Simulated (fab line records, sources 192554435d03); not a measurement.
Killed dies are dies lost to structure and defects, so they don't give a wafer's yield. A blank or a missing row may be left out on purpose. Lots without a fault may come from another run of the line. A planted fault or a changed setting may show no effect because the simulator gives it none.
fab line records | flow n5_finfet | part 2 of 2: steps 4 to 6 of 6
record lots=23 wafers=69 last_day=19
route steps=1938 shown BEOL_M0_SAQP@699 BEOL_M1@751
lots that met no fault: from a run of the same line without faults
start_h: hours from the record's first day to the start of the lot's first wafer shown | wait_h: hours since the lot's step before | " the same as in the row above | L1.1+2: a row that stands for several wafers | - no value, or no start given | * or withheld: withheld | < > ~ a bound
route shown NAME@n: a module of which the file shows steps, and the number in the route of the first | usual: mean/standard deviation of fault-free wafers | same: alike in all rows | chamber/n: place in a boat | sites: the reading at each site | _std_site: their standard deviation | _edge_site: outer sites' mean less inner sites' | radius_mm: how far each site lies from the wafer's centre | mask NAME#n: copy n | behind: the tool/chamber that last shaped the wafer | hold: why the lot was held/for how many hours/how that ended | device: the transistor (n, p or np) that didn't switch | end of line: the same wafers' tests at the end of the route | a step without rows: its recipe alone | killed: dies lost to structure and defects at the first sort, not the wafer's yield | map: a wafer's dies, x killed, . not, _ none there
set.NAME: the setting as run; set.NAME@STEP: as run at that earlier step | model.NAME: the simulator's own value behind a step, which no gauge read
steps of the route over a sample of lots; a table a step, a row a wafer
services: from which hour (start_h, from the record's first day; less than 0 if before it) a tool's chamber was out of use, for how many hours, and why
## steps
# step N5_BEOL_M1_ETCH_77
# recipe chemistry=N2/H2 target=underlayer target_depth_a=65 mask_material=CAR-EUV time_s=5.2 ion_energy_ev=200 pressure_mtorr=30 source_w=840 bias_w=150 n2_flow_sccm=200 h2_flow_sccm=200 ends=cleared
# usual drypump_motor_current_A=5.9/0.41 etch_rf_on_time_s=5.17/0.096 oes_product_au=0.65/0.058 rf_vpp_V=524.3/2.2 showerhead_plenum_p_Torr=2.56/0.065 throttle_valve_pct=17.91/0.13
# columns lot.wafer tool chamber start_h wait_h drypump_motor_current_A etch_rf_on_time_s oes_product_au rf_hours_counter_h rf_vpp_V showerhead_plenum_p_Torr throttle_valve_pct
L074.2 rie_diel-03 1 122.17 0.0 6.0 5.05 0.80 18 521.6 2.50 17.80
L074.3 " 0 " " 6.3 5.19 0.63 185 522.3 2.52 17.83
L074.5 " 3 " " 5.6 5.24 0.60 - 525.8 2.53 17.90
L075.3 rie_diel-03 3 128.22 0.0 5.6 5.21 0.60 191 522.1 2.53 17.93
L075.5 " 1 " " 6.0 5.05 0.78 - 521.4 2.49 17.79
L075.6 " 3 " " 5.6 5.22 0.60 - 524.2 2.53 17.94
L076.2 rie_diel-05 2 136.83 0.0 5.7 5.29 0.62 187 524.1 2.63 18.05
L076.4 " 0 " " 5.2 5.26 0.69 74 524.9 2.57 18.15
L076.5 " 3 " " 5.7 5.10 0.75 - 528.8 2.71 17.86
L077.2 rie_diel-03 1 140.44 0.0 6.0 5.00 0.77 24 524.2 2.49 17.79
L077.4 " 1 " " 6.1 4.94 0.78 - 520.8 2.49 17.79
L077.5 " 0 " " 6.3 5.12 0.64 - 525.4 2.52 17.88
L078.1 rie_diel-03 0 146.12 0.0 6.3 5.12 0.63 194 521.7 2.52 17.86
L078.3 " 1 " " 6.0 4.94 0.78 26 524.3 2.49 17.79
L078.5 " 0 " " 6.3 5.08 0.63 - 523.4 2.52 17.86
L079.3 rie_diel-03 3 149.48 0.0 5.6 5.13 0.60 199 525.7 2.52 17.95
L079.4 " 3 " " 5.6 5.21 0.60 - 526.0 2.52 17.94
L079.6 " 0 " " 6.4 5.17 0.63 - 524.4 2.52 17.85
L080.1 rie_diel-03 0 158.56 0.0 6.4 5.10 0.64 198 523.2 2.51 17.86
L080.3 " 3 " " 5.6 5.14 0.61 202 523.6 2.52 17.96
L080.4 " 1 " " 6.0 5.05 0.76 - 522.3 2.49 17.80
L082.1 rie_diel-03 1 168.59 0.0 6.0 5.01 0.77 33 523.5 2.49 17.83
L082.3 " 3 " " 5.6 5.14 0.60 205 523.3 2.52 17.94
L082.4 " 2 " " 5.4 5.13 0.64 176 523.9 2.53 17.70
L081.1 rie_diel-05 1 169.84 0.0 5.8 5.27 0.63 164 525.2 2.65 17.88
L081.2 " 0 " " 5.2 5.27 0.69 83 523.6 2.57 18.16
L081.5 " 1 " " 5.8 5.23 0.64 - 526.7 2.65 17.89
L083.1 rie_diel-04 3 178.31 0.0 6.5 5.26 0.61 174 524.3 2.53 17.86
L083.3 " 1 " " 6.1 5.24 0.65 144 522.8 2.55 18.07
L083.6 " 2 " " 6.5 5.20 0.62 - 523.6 2.53 17.89
L084.1 rie_diel-04 0 183.17 0.0 5.5 5.14 0.72 64 528.6 2.69 17.69
L084.3 " 3 " " 6.5 5.34 0.60 176 522.5 2.53 17.86
L084.4 " 1 " " 6.2 5.26 0.64 146 523.0 2.55 18.10
L086.1 rie_diel-04 2 200.81 0.0 6.5 5.26 0.62 208 523.5 2.53 17.89
L086.2 " 3 " " 6.4 5.28 0.60 180 523.4 2.53 17.87
L086.6 " 3 " " 6.5 5.32 0.61 - 525.0 2.53 17.86
L085.3 rie_diel-05 0 200.87 0.0 5.2 5.25 0.67 92 524.7 2.57 18.18
L085.4 " 2 " " 5.7 5.27 0.61 205 525.0 2.62 18.09
L085.6 " 2 " " 5.7 5.22 0.62 - 524.6 2.62 18.11
L087.3 rie_diel-04 0 203.86 0.0 5.5 5.13 0.72 70 528.9 2.69 17.67
L087.5 " 1 " " 6.2 5.26 0.63 - 521.3 2.54 18.09
L087.6 " 2 " " 6.5 5.23 0.61 - 521.6 2.53 17.90
L088.1 rie_diel-04 3 206.18 0.0 6.5 5.28 0.60 182 523.1 2.53 17.87
L088.3 " 0 " " 5.5 5.10 0.71 71 528.0 2.69 17.69
L088.5 " 2 " " 6.6 5.23 0.62 - 523.3 2.53 17.90
L089.3 rie_diel-03 3 214.92 0.0 5.6 5.17 0.59 219 524.8 2.51 18.00
L089.5 " 2 " " 5.5 5.15 0.63 - 521.7 2.52 17.73
L089.6 " 1 " " 6.1 5.01 0.74 - 523.3 2.48 17.82
L091.1 rie_diel-03 3 220.02 0.0 5.6 5.24 0.59 221 523.1 2.51 17.97
L091.2 " 0 " " 6.4 5.17 0.62 216 522.6 2.51 17.87
L091.4 " 2 " " 5.5 5.15 0.62 192 524.1 2.52 17.73
L090.1 rie_diel-05 0 221.48 0.0 5.2 5.29 0.68 98 525.1 2.56 18.18
L090.2 " 1 " " 5.8 5.27 0.62 179 525.9 2.64 17.92
L090.4 " 3 " " 5.7 5.18 0.71 65 528.4 2.70 17.91
L093.1 rie_diel-03 0 235.65 0.0 6.4 5.11 0.61 222 524.0 2.51 17.90
L093.3 " 3 " " 5.6 5.14 0.60 226 522.4 2.51 18.01
L093.6 " 2 " " 5.5 5.09 0.63 - 523.6 2.52 17.75
L094.1 rie_diel-05 0 238.87 0.0 5.2 5.26 0.68 104 525.1 2.56 18.21
L094.3 " 2 " " 5.7 5.28 0.61 218 526.9 2.61 18.09
L094.4 " 3 " " 5.7 5.11 0.71 70 528.6 2.69 17.94
L095.1 rie_diel-04 2 249.88 0.0 6.5 5.30 0.60 223 520.4 2.52 17.94
L095.2 " 0 " " 5.4 5.19 0.71 82 529.8 2.68 17.69
L095.5 " 0 " " 5.4 5.17 0.71 - 529.2 2.68 17.70
L097.2 rie_diel-04 1 260.20 0.0 6.2 5.24 0.63 168 524.6 2.54 18.13
L097.5 " 3 " " 6.5 5.30 0.59 - 522.6 2.53 17.89
L097.6 " 2 " " 6.5 5.26 0.60 - 524.3 2.52 17.92
L096.1 rie_diel-05 1 267.98 0.0 5.8 5.25 0.60 193 525.8 2.63 17.95
L096.5 " 0 " " 5.2 5.23 0.66 - 525.4 2.56 18.21
L096.6 " 1 " " 5.8 5.22 0.60 - 526.9 2.63 17.95
# step N5_BEOL_M1_SPUTTER_81
# recipe material=Cu target_thk_a=45 temp_c=-20 chamber_pressure_pa=0.07 power_w=withheld time_s=8.29
# usual chuck_gas_flow_sccm=1.26/0.05 chuck_sensor_temp_C=-15.6/0.43 throttle_valve_pct=29.6/0.96
# columns lot.wafer tool chamber start_h wait_h chuck_gas_flow_sccm chuck_sensor_temp_C throttle_valve_pct
L074.2 pvd_sputter-01 - 128.48 0.1 1.22 -15.3 28.5
L074.3 " - " " 1.25 -15.1 29.6
L074.5 " - " " 1.16 -16.1 30.3
L075.3 pvd_sputter-03 - 133.67 0.1 1.36 -15.8 29.6
L075.5 " - " " 1.25 -16.3 29.5
L075.6 " - " " 1.28 -15.6 31.9
L076.2 pvd_sputter-01 - 140.01 0.1 1.26 -15.1 29.6
L076.4 " - " " 1.37 -16.1 30.1
L076.5 " - " " 1.18 -15.2 28.7
L077.2 pvd_sputter-01 - 142.86 0.1 1.27 -16.0 30.3
L077.4 " - " " 1.27 -15.3 28.5
L077.5 " - " " 1.27 -16.1 30.1
L078.1 pvd_sputter-01 - 148.84 0.1 1.30 -16.1 29.9
L078.3 " - " " 1.22 -15.2 28.5
L078.5 " - " " 1.29 -16.0 30.3
L079.3 pvd_sputter-03 - 155.86 0.1 1.29 -16.2 29.5
L079.4 " - " " 1.35 -15.0 29.7
L079.6 " - " " 1.35 -14.6 29.8
L080.1 pvd_sputter-02 - 164.38 0.1 1.22 -15.2 29.9
L080.3 " - " " 1.24 -15.2 27.8
L080.4 " - " " 1.25 -15.3 28.6
L082.1 pvd_sputter-03 - 171.43 0.1 1.29 -14.6 29.6
L082.3 " - " " 1.31 -15.6 31.7
L082.4 " - " " 1.28 -16.1 29.7
L081.1 pvd_sputter-03 - 174.57 0.1 1.18 -15.4 32.2
L081.2 " - " " 1.28 -16.2 29.4
L081.5 " - " " 1.19 -15.6 31.8
L083.1 pvd_sputter-01 - 186.36 0.1 1.28 -15.1 28.4
L083.3 " - " " 1.25 -15.0 29.7
L083.6 " - " " 1.23 -16.1 30.1
L084.1 pvd_sputter-02 - 189.39 0.1 1.38 -15.3 28.8
L084.3 " - " " 1.25 -15.4 30.2
L084.4 " - " " 1.26 -15.3 27.8
L085.3 pvd_sputter-03 - 210.73 0.1 1.27 -15.9 29.5
L085.4 " - " " 1.28 -16.2 29.5
L085.6 " - " " 1.30 -16.0 29.6
L086.1 pvd_sputter-01 - 212.28 0.1 1.35 -16.0 30.0
L086.2 " - " " 1.29 -16.1 30.3
L086.6 " - " " 1.27 -15.2 29.4
L087.3 pvd_sputter-03 - 215.53 0.1 1.23 -16.0 29.5
L087.5 " - " " 1.21 -15.9 29.4
L087.6 " - " " 1.23 -14.7 30.0
L088.1 pvd_sputter-01 - 217.10 0.1 1.26 -15.3 28.7
L088.3 " - " " 1.29 -15.2 29.3
L088.5 " - " " 1.31 -15.1 29.5
L089.3 pvd_sputter-02 - 225.31 0.1 1.18 -15.3 29.9
L089.5 " - " " 1.23 -15.2 28.3
L089.6 " - " " 1.26 -15.8 29.9
L091.1 pvd_sputter-03 - 226.80 0.1 1.34 -15.8 31.8
L091.2 " - " " 1.29 -15.9 29.2
L091.4 " - " " 1.25 -16.0 29.4
L090.1 pvd_sputter-02 - 228.56 0.1 1.24 -15.3 28.9
L090.2 " - " " 1.24 -15.3 27.7
L090.4 " - " " 1.24 -15.2 29.7
L093.1 pvd_sputter-02 - 246.74 0.1 1.25 -15.2 28.8
L093.3 " - " " 1.27 -15.4 29.6
L093.6 " - " " 1.29 -16.0 30.1
L094.1 pvd_sputter-02 - 250.18 0.1 1.20 -15.9 30.0
L094.3 " - " " 1.24 -15.2 27.9
L094.4 " - " " 1.24 -15.2 28.5
L095.1 pvd_sputter-02 - 255.04 0.1 1.17 -15.7 29.9
L095.2 " - " " 1.24 -15.3 27.8
L095.5 " - " " 1.26 -15.1 28.6
L097.2 pvd_sputter-02 - 272.07 0.1 1.19 -15.3 27.7
L097.5 " - " " 1.28 -15.3 28.6
L097.6 " - " " 1.24 -15.8 29.8
L096.1 pvd_sputter-01 - 274.99 0.1 1.20 -16.2 30.0
L096.5 " - " " 1.28 -15.1 29.8
L096.6 " - " " 1.30 -16.2 30.0
# step N5_BEOL_M1_ANNEAL_87
# recipe temp_c=400 time_s=240 ambient=vacuum
# usual heater_power_w=844/90
# columns lot.wafer tool chamber start_h wait_h heater_power_w
L074.2 pvd_sputter-01 - 128.78 0.0 697
L074.3 " - " " 950
L074.5 " - " " 799
L075.3 pvd_sputter-03 - 133.97 0.0 921
L075.5 " - " " 952
L075.6 " - " " 964
L076.2 pvd_sputter-01 - 140.31 0.0 943
L076.4 " - " " 759
L076.5 " - " " 712
L077.2 pvd_sputter-01 - 143.16 0.0 761
L077.4 " - " " 698
L077.5 " - " " 778
L078.1 pvd_sputter-01 - 149.14 0.0 783
L078.3 " - " " 693
L078.5 " - " " 762
L079.3 pvd_sputter-03 - 156.16 0.0 937
L079.4 " - " " 699
L079.6 " - " " 682
L080.1 pvd_sputter-02 - 164.68 0.0 867
L080.3 " - " " 883
L080.4 " - " " 781
L082.1 pvd_sputter-03 - 171.73 0.0 699
L082.3 " - " " 985
L082.4 " - " " 971
L081.1 pvd_sputter-03 - 174.87 0.0 964
L081.2 " - " " 1004
L081.5 " - " " 983
L083.1 pvd_sputter-01 - 186.66 0.0 690
L083.3 " - " " 916
L083.6 " - " " 773
L084.1 pvd_sputter-02 - 189.69 0.0 769
L084.3 " - " " 861
L084.4 " - " " 884
L085.3 pvd_sputter-03 - 211.03 0.0 876
L085.4 " - " " 967
L085.6 " - " " 883
L086.1 pvd_sputter-01 - 212.58 0.0 782
L086.2 " - " " 784
L086.6 " - " " 954
L087.3 pvd_sputter-03 - 215.83 0.0 966
L087.5 " - " " 895
L087.6 " - " " 681
L088.1 pvd_sputter-01 - 217.40 0.0 724
L088.3 " - " " 946
L088.5 " - " " 940
L089.3 pvd_sputter-02 - 225.61 0.0 859
L089.5 " - " " 754
L089.6 " - " " 875
L091.1 pvd_sputter-03 - 227.10 0.0 978
L091.2 " - " " 897
L091.4 " - " " 962
L090.1 pvd_sputter-02 - 228.86 0.0 782
L090.2 " - " " 897
L090.4 " - " " 857
L093.1 pvd_sputter-02 - 247.04 0.0 770
L093.3 " - " " 853
L093.6 " - " " 866
L094.1 pvd_sputter-02 - 250.48 0.0 867
L094.3 " - " " 865
L094.4 " - " " 755
L095.1 pvd_sputter-02 - 255.34 0.0 860
L095.2 " - " " 887
L095.5 " - " " 758
L097.2 pvd_sputter-02 - 272.37 0.0 866
L097.5 " - " " 751
L097.6 " - " " 861
L096.1 pvd_sputter-01 - 275.29 0.0 772
L096.5 " - " " 945
L096.6 " - " " 754
## services
# columns tool chamber start_h hours kind
pecvd-01 1 90.44 5.9 repair
rie_diel-04 3 95.97 9.2 repair
rie_diel-03 2 97.05 64.8 repair
rie_metal-03 1 139.03 - clean
rie_metal-03 1 139.03 20.9 scheduled_down
rie_metal-03 1 139.03 20.9 vent_cycle
rie_diel-05 - 140.08 0.4 repair
pecvd-01 1 140.49 5.0 scheduled_down
rie_metal-02 - 142.27 2.2 repair
pvd_sputter-02 - 174.26 5.0 repair
pecvd-03 1 175.64 10.2 repair
rie_metal-01 - 176.48 14.6 pm
pecvd-02 - 181.53 0.9 repair
pecvd-01 - 189.49 2.2 repair
rie_metal-02 0 217.34 - clean
rie_metal-02 0 217.34 20.8 scheduled_down
rie_metal-02 0 217.34 20.8 vent_cycle
pecvd-01 0 217.93 1.7 repair
pecvd-02 - 229.79 2.9 repair
rie_diel-03 1 235.73 2.8 repair
pecvd-02 1 242.70 - clean
rie_diel-03 - 252.66 2.8 pm
rie_diel-04 3 264.39 11.2 repair
rie_metal-03 - 265.67 0.1 repair
